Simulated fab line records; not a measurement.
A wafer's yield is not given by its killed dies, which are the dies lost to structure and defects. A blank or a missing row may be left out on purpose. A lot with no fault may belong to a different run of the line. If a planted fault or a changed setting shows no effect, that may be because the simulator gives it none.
Lot-split experiment :: flow n5Finfet :: 21 wafers read across 7 lots, on a route 1938 steps long

ON THE SPLIT
At N5_BEOL_M4_PECVD_72 (deposits SiO2 from TEOS/O2, target thk 16 nm, time 18 s), the setting tempC was moved away from the recipe's 400 C on 6 of the 21 wafers read, by -4.0% to +3.8%. All remaining wafers had this setting at the recipe value.

The reading is taken at the split's own step.

THE READING
SiO2_of_BEOL_M4_PECVD_72.thkNm (the simulator's own value, which no gauge read), in nm, at N5_BEOL_M4_PECVD_72 (deposits SiO2 from TEOS/O2, target thk 16 nm, time 18 s). The file does not state a usual value for it. Average 16.0 nm, standard deviation 0.27 nm, over the 15 wafers here run with the recipe.

wafer: L075.1
tool, chamber at the split: pecvd-04, 0
tempC as run, C: 386.4
against the recipe: -3.4%
SiO2_of_BEOL_M4_PECVD_72.thkNm, nm: 17
against lot-mates on the recipe: +1.1

wafer: L075.2
tool, chamber at the split: pecvd-04, 1
tempC as run, C: 400
against the recipe: recipe
SiO2_of_BEOL_M4_PECVD_72.thkNm, nm: 16
against lot-mates on the recipe: -

wafer: L075.4
tool, chamber at the split: pecvd-04, 1
tempC as run, C: 400
against the recipe: recipe
SiO2_of_BEOL_M4_PECVD_72.thkNm, nm: 15.8
against lot-mates on the recipe: -

wafer: L081.2
tool, chamber at the split: pecvd-03, 0
tempC as run, C: 400
against the recipe: recipe
SiO2_of_BEOL_M4_PECVD_72.thkNm, nm: 16.4
against lot-mates on the recipe: -

wafer: L081.6
tool, chamber at the split: pecvd-03, 0
tempC as run, C: 400
against the recipe: recipe
SiO2_of_BEOL_M4_PECVD_72.thkNm, nm: 16.4
against lot-mates on the recipe: -

wafer: L081.4
tool, chamber at the split: pecvd-03, 1
tempC as run, C: 400
against the recipe: recipe
SiO2_of_BEOL_M4_PECVD_72.thkNm, nm: 16.6
against lot-mates on the recipe: -

wafer: L084.1
tool, chamber at the split: pecvd-04, 1
tempC as run, C: 400
against the recipe: recipe
SiO2_of_BEOL_M4_PECVD_72.thkNm, nm: 15.8
against lot-mates on the recipe: -

wafer: L084.5
tool, chamber at the split: pecvd-04, 1,0
tempC as run, C: 400
against the recipe: recipe
SiO2_of_BEOL_M4_PECVD_72.thkNm, nm: 16
against lot-mates on the recipe: -

wafer: L084.6
tool, chamber at the split: pecvd-04, 1,0
tempC as run, C: 400
against the recipe: recipe
SiO2_of_BEOL_M4_PECVD_72.thkNm, nm: 16
against lot-mates on the recipe: -

wafer: L086.1
tool, chamber at the split: pecvd-02, 1,2
tempC as run, C: 415.2
against the recipe: +3.8%
SiO2_of_BEOL_M4_PECVD_72.thkNm, nm: 14.4
against lot-mates on the recipe: -1.4

wafer: L086.4
tool, chamber at the split: pecvd-02, 1,2
tempC as run, C: 415.2
against the recipe: +3.8%
SiO2_of_BEOL_M4_PECVD_72.thkNm, nm: 14.4
against lot-mates on the recipe: -1.4

wafer: L086.5
tool, chamber at the split: pecvd-02, 0
tempC as run, C: 400
against the recipe: recipe
SiO2_of_BEOL_M4_PECVD_72.thkNm, nm: 15.8
against lot-mates on the recipe: -

wafer: L090.1
tool, chamber at the split: pecvd-03, 1
tempC as run, C: 400
against the recipe: recipe
SiO2_of_BEOL_M4_PECVD_72.thkNm, nm: 16
against lot-mates on the recipe: -

wafer: L090.2
tool, chamber at the split: pecvd-03, 2,0
tempC as run, C: 400
against the recipe: recipe
SiO2_of_BEOL_M4_PECVD_72.thkNm, nm: 16.2
against lot-mates on the recipe: -

wafer: L090.4
tool, chamber at the split: pecvd-03, 2,0
tempC as run, C: 400
against the recipe: recipe
SiO2_of_BEOL_M4_PECVD_72.thkNm, nm: 16.2
against lot-mates on the recipe: -

wafer: L095.1
tool, chamber at the split: pecvd-02, 1,2
tempC as run, C: 407.2
against the recipe: +1.8%
SiO2_of_BEOL_M4_PECVD_72.thkNm, nm: 15
against lot-mates on the recipe: -0.8

wafer: L095.3
tool, chamber at the split: pecvd-02, 1,2
tempC as run, C: 407.2
against the recipe: +1.8%
SiO2_of_BEOL_M4_PECVD_72.thkNm, nm: 15
against lot-mates on the recipe: -0.8

wafer: L095.2
tool, chamber at the split: pecvd-02, 0
tempC as run, C: 400
against the recipe: recipe
SiO2_of_BEOL_M4_PECVD_72.thkNm, nm: 15.8
against lot-mates on the recipe: -

wafer: L096.1
tool, chamber at the split: pecvd-02, 1
tempC as run, C: 400
against the recipe: recipe
SiO2_of_BEOL_M4_PECVD_72.thkNm, nm: 15.8
against lot-mates on the recipe: -

wafer: L096.2
tool, chamber at the split: pecvd-02, 2
tempC as run, C: 400
against the recipe: recipe
SiO2_of_BEOL_M4_PECVD_72.thkNm, nm: 15.6
against lot-mates on the recipe: -

wafer: L096.6
tool, chamber at the split: pecvd-02, 0
tempC as run, C: 384.1
against the recipe: -4.0%
SiO2_of_BEOL_M4_PECVD_72.thkNm, nm: 17.8
against lot-mates on the recipe: +2.1
The file does not say which wafer passed through which chamber wherever a row lists several chambers: such a row stands for several wafers.

FIT RESULTS
A straight line over all 21 wafers: SiO2_of_BEOL_M4_PECVD_72.thkNm changes by -0.418 nm for each +1% of tempC; r = -0.94; the points scatter about the line by 0.27 nm.
The same after taking each lot's own level away (the mean of its wafers on the recipe; 21 wafers): -0.409 nm for each +1%; r = -0.98; scatter 0.16 nm.
According to that fit, moving tempC by its largest amount changes the reading by 1.6 nm.
Measured against the standard deviation above, the lots' own levels, which go from 15.70 to 16.47 nm, span 2.8 times it.
So the lot-to-lot level changes the slope little: the two slopes agree.
Check: for one of the wafers moved furthest among these (-4.0%), held out of the fit, the line's prediction against its lot-mates is +1.42 nm. It came out at +2.1 nm against them.

OTHER SPLITS APPLIED TO THESE WAFERS
These wafers also went through other splits before the reading. Each is held against what the fit with the lots' levels taken away leaves over:
other split on the same wafers: N5_BEOL_M1_ETCH_64 biasW
wafers away from the commonest value: 7
r with SiO2_of_BEOL_M4_PECVD_72.thkNm (lot level and that fit taken away): +0.00

other split on the same wafers: N5_BEOL_M2_ILD_DEP_00 timeS
wafers away from the commonest value: 2
r with SiO2_of_BEOL_M4_PECVD_72.thkNm (lot level and that fit taken away): +0.35

other split on the same wafers: N5_BEOL_M2_DESCUM_33 timeS
wafers away from the commonest value: 6
r with SiO2_of_BEOL_M4_PECVD_72.thkNm (lot level and that fit taken away): -0.28

other split on the same wafers: N5_BEOL_M3_COAT_67 spinRpm
wafers away from the commonest value: 7
r with SiO2_of_BEOL_M4_PECVD_72.thkNm (lot level and that fit taken away): +0.02

other split on the same wafers: N5_BEOL_M3_COAT_76 spinRpm
wafers away from the commonest value: 8
r with SiO2_of_BEOL_M4_PECVD_72.thkNm (lot level and that fit taken away): -0.08

THE FILE'S OWN FIT
SiO2_of_BEOL_M4_PECVD_72.thkNm changes by -0.418 nm for each +1% of tempC, r = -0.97.
